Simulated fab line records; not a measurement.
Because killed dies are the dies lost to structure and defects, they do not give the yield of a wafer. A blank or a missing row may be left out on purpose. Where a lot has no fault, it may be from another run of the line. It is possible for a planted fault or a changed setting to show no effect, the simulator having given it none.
Split-lot experiment	flow n5_finfet	on a route of 1938 steps: 7 lots, 39 wafers read

## THE SPLIT
At N5_MOL_CONTACT_COAG_VIA_ETCH_117 (etches SiO2 in C4F6/O2, target depth 40 nm, overetch 8 nm, time 26 s), the setting target_depth_a was moved away from the recipe's 400 angstrom on 12 of the 39 wafers read, by -20.3% to +36.6%. All remaining wafers had this setting at the recipe value.

There is no step in the file separating the split from the reading.

## THE READING
SOC_of_MOL_CONTACT_COAG_COAT_62.thk_nm (the simulator's own value, which no gauge read), in nm, at N5_MOL_CONTACT_COAG_ETCH_124 (etches SiNx in CH3F/O2, stops on SiOC, target depth 6.5 nm). There is no usual value for it anywhere in the file. Here, 27 wafers ran the recipe; their average is 48.5 nm with a standard deviation of 0.2 nm.

wafer	tool, chamber at the split	target_depth_a as run, angstrom	against the recipe	SOC_of_MOL_CONTACT_COAG_COAT_62.thk_nm, nm	against lot-mates on the recipe
L081.1	rie_diel-01, 1,3	400	recipe	48.6	-
L081.2	rie_diel-01, 3	400	recipe	48.2	-
L081.3	rie_diel-01, 2,0,0	400	recipe	48.6	-
L081.4	rie_diel-01, 2,0,0	400	recipe	48.8	-
L081.5	rie_diel-01, 1,3	400	recipe	48.4	-
L081.6	rie_diel-01, 2,0,0	400	recipe	48.6	-
L083.2	rie_diel-03, 3	400	recipe	48.6	-
L083.5	rie_diel-03, 3	400	recipe	48.4	-
L083.6	rie_diel-03, 2	400	recipe	48.4	-
L085.1	rie_diel-03, 3,1	544.1	+36.0%	46.8	-1.7
L085.2	rie_diel-03, 3,1	544.1	+36.0%	46.6	-1.9
L085.3	rie_diel-03, 2	400	recipe	48.8	-
L085.4	rie_diel-03, 2	400	recipe	48.6	-
L085.5	rie_diel-03, 1	400	recipe	48.2	-
L085.6	rie_diel-03, 3	544.1	+36.0%	46.8	-1.7
L092.1	rie_diel-01, 2	318.6	-20.3%	49.8	+1.2
L092.2	rie_diel-01, 0	318.6	-20.3%	49.4	+0.8
L092.3	rie_diel-01, 3	318.6	-20.3%	49.4	+0.8
L092.4	rie_diel-01, 2	400	recipe	48.8	-
L092.5	rie_diel-01, 0,3	400	recipe	48.6	-
L092.6	rie_diel-01, 0,3	400	recipe	48.4	-
L091.1	rie_diel-01, 3	471.1	+17.8%	47.2	-1.2
L091.2	rie_diel-01, 0,1,2	400	recipe	48.4	-
L091.3	rie_diel-01, 0,1,2	400	recipe	48.4	-
L091.4	rie_diel-01, 0,1,2	400	recipe	48.4	-
L091.5	rie_diel-01, 0,1	471.1	+17.8%	47.4	-1.0
L091.6	rie_diel-01, 0,1	471.1	+17.8%	47.4	-1.0
L093.1	rie_diel-04, 1,3,3	400	recipe	48.6	-
L093.2	rie_diel-04, 1,3,3	400	recipe	48.6	-
L093.3	rie_diel-04, 0	400	recipe	48.4	-
L093.4	rie_diel-04, 2	400	recipe	48.8	-
L093.5	rie_diel-04, 2	400	recipe	48.8	-
L093.6	rie_diel-04, 1,3,3	400	recipe	48.6	-
L096.1	rie_diel-01, 3	400	recipe	48	-
L096.2	rie_diel-01, 1,2	546.4	+36.6%	46.6	-1.7
L096.3	rie_diel-01, 0	400	recipe	48.4	-
L096.4	rie_diel-01, 1,2	546.4	+36.6%	46.8	-1.5
L096.5	rie_diel-01, 3	546.4	+36.6%	46.4	-1.9
L096.6	rie_diel-01, 2	400	recipe	48.6	-
If several chambers appear in one row, that row covers several wafers at once and the file leaves open which wafer was in which chamber.

FIT RESULTS
A straight line over all 39 wafers: SOC_of_MOL_CONTACT_COAG_COAT_62.thk_nm changes by -0.052 nm for each +1% of target_depth_a; r = -0.97; the points scatter about the line by 0.2 nm.
The same after taking each lot's own level away (the mean of its wafers on the recipe; 39 wafers): -0.049 nm for each +1%; r = -0.97; scatter 0.18 nm.
According to that fit, moving target_depth_a by its largest amount changes the reading by 1.8 nm.
The lots' own levels span 48.33 to 48.63 nm, that is 1.5 times the standard deviation above.
Consequently the slope shifts little with the lot-to-lot level, the two slopes agreeing.
Check: -1.82 nm against its lot-mates is what the line predicts for one of the wafers moved furthest among these (+36.6%) when that wafer is left out of the fit. It came out at -1.73 nm against them.

## THESE WAFERS: OTHER SPLITS
Other splits were also applied to these wafers ahead of the reading. Each is held against what the fit with the lots' levels taken away leaves over:
other split on the same wafers	wafers away from the commonest value	r with SOC_of_MOL_CONTACT_COAG_COAT_62.thk_nm (lot level and that fit taken away)
N5_PMOS_HMC_CHANNEL_EPI_DEVELOP_08 develop_time_s	9	+0.16
N5_DUMMY_GATE_ETCH_44 target_depth_a	6	+0.06
N5_SDB_CUT_ETCH_26 target_depth_a	12	-0.01

## THE WHOLE CHAIN: every reading that the file lists as answering this split, in the file's order
step	what it does	reading	change (the file's fit)	r (the file's)
N5_MOL_CONTACT_COAG_VIA_ETCH_117	etches SiO2 in C4F6/O2, target depth 40 nm, overetch 8 nm, time 26 s	SOC_of_MOL_CONTACT_COAG_COAT_62.thk_nm (the simulator's own value, which no gauge read)	-0.0469 nm for each +1% of the setting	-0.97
N5_MOL_CONTACT_COAG_ETCH_124	etches SiNx in CH3F/O2, stops on SiOC, target depth 6.5 nm	SOC_of_MOL_CONTACT_COAG_COAT_62.thk_nm (the simulator's own value, which no gauge read)	-0.0494 nm for each +1% of the setting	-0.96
N5_MOL_CONTACT_COAG_ETCH_124	etches SiNx in CH3F/O2, stops on SiOC, target depth 6.5 nm	etch.depth_nm (the simulator's own value, which no gauge read)	not straight: 5.017 at the lowest setting, 4.995 at the recipe, 4.031 at the highest	not given

## FILE'S OWN FIT
SOC_of_MOL_CONTACT_COAG_COAT_62.thk_nm changes by -0.0494 nm for each +1% of target_depth_a, r = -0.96.
